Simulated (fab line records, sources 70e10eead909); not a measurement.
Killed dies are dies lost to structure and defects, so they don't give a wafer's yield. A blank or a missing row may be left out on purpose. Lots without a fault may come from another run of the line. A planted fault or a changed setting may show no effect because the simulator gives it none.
Chamber matching | flow nand_harc | NHARC_P_CONTACT_CMP_01 on cmp-03: 4 sister chambers
The step polishes SiO2, target thk 200 nm. 22 wafers are shown with their chamber, then 11 later ones without.

WAFERS WITH THEIR CHAMBER
wafer  | chamber | motor_current_A (A) | slurry_flow_ml_min
L075.1 | 0       | 13.6                | 150.0
L075.5 | 2       | 11.9                | 149.8
L075.6 | 3       | 12.7                | 150.0
L077.1 | 1       | 12.9                | 150.6
L077.4 | 0       | 12.4                | 151.2
L077.6 | 3       | 12.3                | 150.0
L078.1 | 1       | 13.2                | 149.3
L078.3 | 0       | 12.9                | 150.6
L078.6 | 0       | 13.5                | 149.3
L082.2 | 1       | 12.4                | 149.4
L082.4 | 0       | 12.9                | 150.5
L082.5 | 2       | 11.7                | 150.1
L084.2 | 2       | 11.8                | 149.4
L084.5 | 0       | 12.8                | 150.4
L084.6 | 1       | 12.3                | 149.4
L085.3 | 3       | 12.2                | 150.0
L085.5 | 0       | 13.4                | 149.4
L085.6 | 1       | 12.2                | 150.8
L086.2 | 3       | 13.3                | 149.3
L086.5 | 2       | 11.8                | 150.2
L086.6 | 3       | 12.4                | 149.8
L087.1 | 0       | 13.2                | 149.7

SIGNATURES (means of the wafers above)
reading            | chamber 0 | chamber 1 | chamber 2 | chamber 3 | scatter within a chamber
motor_current_A    | 13.088    | 12.600    | 11.800    | 12.580    | 0.388
slurry_flow_ml_min | 150.137   | 149.900   | 149.875   | 149.820   | 0.573
Rule: a wafer's distance from a chamber is the root of the sum, over the readings, of the square of ((its reading less the chamber's mean) divided by the reading's scatter). The wafer belongs to the nearest chamber; if the next one is less than 2 further off, it can't be placed. The scatter: the root of (the sum of the squares of (reading less its chamber's mean) over the shown wafers, divided by (wafers less chambers)).

WAFERS WITHOUT THEIR CHAMBER
wafer  | motor_current_A (A) | slurry_flow_ml_min
L087.5 | 11.7                | 150.5
L087.6 | 12.5                | 149.6
L088.3 | 12.8                | 149.7
L088.5 | 11.8                | 150.2
L088.6 | 12.7                | 150.8
L089.1 | 12.7                | 149.4
L089.3 | 11.5                | 149.4
L089.5 | 12.9                | 150.3
L091.1 | 12.9                | 150.5
L091.3 | 12.6                | 149.5
L091.5 | 11.3                | 150.0

WHICH CHAMBER EACH WENT THROUGH
wafer  | from the rows above               | in truth
L087.5 | can't be placed: 2 or 1 or 3      | 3
L087.6 | can't be placed: 3 or 1 or 0 or 2 | 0
L088.3 | can't be placed: 3 or 1 or 0 or 2 | 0
L088.5 | can't be placed: 2 or 3 or 1      | 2
L088.6 | can't be placed: 0 or 1 or 3 or 2 | 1
L089.1 | can't be placed: 3 or 1 or 0 or 2 | 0
L089.3 | can't be placed: 2 or 3 or 1      | 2
L089.5 | can't be placed: 0 or 1 or 3      | 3
L091.1 | can't be placed: 0 or 1 or 3      | 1
L091.3 | can't be placed: 3 or 1 or 0 or 2 | 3
L091.5 | 2                                 | 2
Placed correctly: 1 of 11. Can't be placed from these rows: 10 (the true chamber is among the candidates in 10). Placed wrongly: 0.
